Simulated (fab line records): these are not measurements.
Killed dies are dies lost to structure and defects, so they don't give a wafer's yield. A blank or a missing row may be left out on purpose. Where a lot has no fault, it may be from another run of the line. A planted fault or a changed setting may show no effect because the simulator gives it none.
A struck lot beside a sound one ; flow n5_finfet ; 42 out of 1938 route steps
Sound: these wafers, L244.1, L244.3, L244.4. Wafers L251.1, L251.3, L251.6 were the ones struck. The cause is named last.
Order at every step that has rows: each side's tool, ch and its chambers, its first start. Under that, the readings that differ: sound wafers ; struck wafers ; difference of the means ; sigmas: that difference in standard deviations of wafers without a fault.
alike: readings with means less than 2 such deviations apart, plus words and numbers identical on both sides. not compared: withheld readings, readings lacking a value on some wafer, bounds such as >300 that could conceal the same value, and numbers that have no deviation in the record and whose values overlap.
Wherever a step has rows on one side only, a row that says differs or no value, or a row with sigmas, the two part there. Numbers that have no deviation but don't overlap get no sigmas and don't part them. A reading missing from all wafers of one side parts the sides only when that side holds two or more wafers.

first, 12 steps without rows for these wafers: N5_SD_EPI_N_STRIP_36 (strips in N2/H2); N5_SD_EPI_N_ETCHBACK_44 (etches SiNx in CH3F/O2, stops on SiO2, target depth 14.5 nm); N5_SD_EPI_N_ETCH_45 (etches SiOCN in CH3F/O2, target depth 6 nm); N5_SD_EPI_N_ETCH_16 (etches SiO2 in CHF3/O2, target depth 5 nm); N5_SD_EPI_N_STRIP_47 (strips in CHF3/O2); N5_SD_EPI_N_SD_RECESS_17 (chemistry HBr/Cl2/O2, target depth 41 nm, time 23.7 s, bt time 3 s); N5_SD_EPI_N_STRIP_38 (strips in N2/H2); N5_SD_EPI_N_WET_ETCH_43 (etches SiO2 in dHF, time 14 s, target depth 1.5 nm); N5_SD_EPI_N_STRIP_18 (strips in SPM, time 750 s); N5_SD_EPI_N_SRD_20 (time 30 s); N5_SD_EPI_N_PRECLEAN_48 (cleans in NF3:NH3, afs cycles 2, time 20 s, sublimation time 60 s); N5_SD_EPI_N_VAPOR_ETCH_50 (etches Si in HCl, time 54 s).
N5_SD_EPI_N_EPI_21: deposits Si:P, time 690 s.
  sound on epi_rpcvd-01 ch 0, day 3 21:31; struck on epi_rpcvd-01 ch 0, day 5 14:13
reading;sound;struck;difference;sigmas
susceptor_temp_C (C);679.45 680.04 680.01;675.61 675.21 675.86;-4.27;-16
susceptor_temp_C_max;680.6 681.7 681.1;676.6 676.2 676.9;-4.6;-10
model.Si-P_of_SD_EPI_N_EPI_21.thk_nm (nm);60 59.4 60;54.8 54.8 55;-4.9;
N5_SD_EPI_N_EPI_MEAS_23:
  struck on film_metro-02, day 5 17:14; sound on film_metro-02, day 3 23:47
reading;sound;struck;difference;sigmas
thk_nm (nm);60.0 59.0 60.9;55.3 54.2 54.9;-5.2;-4
then, 24 steps without rows for these wafers: N5_SD_EPI_N_PRECLEAN_24 (cleans in O3/DIW, time 60 s); N5_SD_EPI_N_SRD_25 (time 30 s); N5_SD_EPI_N_PRECLEAN_49 (cleans in NF3:NH3, afs cycles 1, time 20 s, sublimation time 60 s); N5_SD_EPI_N_LINER_46 (material SiNx, target thk 3 nm); N5_SD_EPI_P_COAT_34 (time 60 s, resist thk 350 nm); N5_SD_EPI_P_COAT_35 (time 60 s, resist thk 35 nm); N5_SD_EPI_P_COAT_03 (resist thk 150 nm); N5_SD_EPI_P_EBR_05; N5_SD_EPI_P_SOFTBAKE_04 (time 60 s); N5_SD_EPI_P_EXPOSE_06 (exposes mask SD P BLK, target cd 240 nm); N5_SD_EPI_P_PEB_07 (peb time 60 s); N5_SD_EPI_P_DEVELOP_08 (develop time 30 s); N5_SD_EPI_P_DESCUM_14 (chemistry O2, time 7.9 s); N5_SD_EPI_P_ETCH_36 (etches SiARC in CF4, target depth 45.5 nm, time 75.8 s); N5_SD_EPI_P_ETCH_37 (etches SOC in N2/H2, overetch 108 nm, time 486 s); N5_SD_EPI_P_STRIP_38 (strips in N2/H2); N5_SD_EPI_P_ETCHBACK_46 (etches SiNx in CH3F/O2, stops on SiO2, target depth 17.5 nm); N5_SD_EPI_P_ETCH_47 (etches SiOCN in CH3F/O2, target depth 25 nm); N5_SD_EPI_P_ETCH_16 (etches SiO2 in CHF3/O2, target depth 5 nm); N5_SD_EPI_P_STRIP_50 (strips in CHF3/O2); N5_SD_EPI_P_SD_RECESS_17 (chemistry HBr/Cl2/O2, target depth 39.1 nm, bt time 3 s); N5_SD_EPI_P_WET_ETCH_45 (etches SiO2 in dHF, time 10.7 s, target depth 2 nm, rinse time 30 s); N5_SD_EPI_P_STRIP_40 (strips in N2/H2); N5_SD_EPI_P_PRECLEAN_52 (cleans in O3/DIW, time 60 s).
N5_SD_EPI_P_PRECLEAN_24: cleans in O3/DIW, time 45 s.
  sound on wet_bench-06 ch 1,2,4, day 4 05:28; struck on wet_bench-06 ch 0,5,6, day 5 22:05
reading;sound;struck;difference;sigmas
model.Si-P_of_SD_EPI_N_EPI_21.thk_nm (nm);59.2 58.6 59.2;54 54 54.2;-5;
N5_SD_ACTIVATION_RS_MEAS_03: the measuring method here is four-point-probe.
  struck on film_metro-02, day 5 22:36; sound on film_metro-01, day 4 05:58
reading;sound;struck;difference;sigmas
RS_SD_N (ohm/sq);21.5 21.8 21.6;23.5 23.2 23.3;+1.7;+5
  alike: RS_SD_P
-- the record jumps here: 7 days lie between the struck wafers' starts before and after (it left off in module SD_ACTIVATION and takes up again in module BEOL_M4, whose first step shown is number 1111 of the route) --
N5_BEOL_M4_RC_MEAS_101:
  sound on prober-02 ch 0, day 9 01:06; struck on prober-01 ch 0, day 12 19:11
reading;sound;struck;difference;sigmas
RS_SD_N (ohm/sq);28.0 28.2 27.9;30.2 30.0 30.0;+2.0;+5
  alike: DIBL_N, DIBL_P, IOFF_N, IOFF_P, ION_N, ION_P, SS_N, SS_P, VT_N, VT_P
-- here the record skips 5 days between the struck wafers' starts before and after, leaving off in module BEOL_M4 and picking up in module PASSIVATION (first step shown: number 1936 of the route) --
N5_PASSIVATION_PROBE_49:
  struck on prober-02, day 17 09:19; sound on prober-02, day 13 11:44
  alike: defect_limited_yield, killed_at_M0_to_M3, killed_at_M4_up, killed_at_contacts, killed_at_front_end, killed_at_other, killed_dies, killed_on_rim, killed_open, killed_short, sort_bin_5_function, sort_bin_6_memory, sort_n_pass, sort_yield_pct

## WHERE THEY PART
First at N5_SD_EPI_N_EPI_21; last, within this record, at N5_BEOL_M4_RC_MEAS_101. Later steps at which nothing parts them and some readings are alike: N5_PASSIVATION_PROBE_49.

WHY: what the simulator had put in
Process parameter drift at N5_SD_EPI_N_EPI_21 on epi_rpcvd-01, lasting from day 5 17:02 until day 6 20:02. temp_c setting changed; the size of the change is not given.
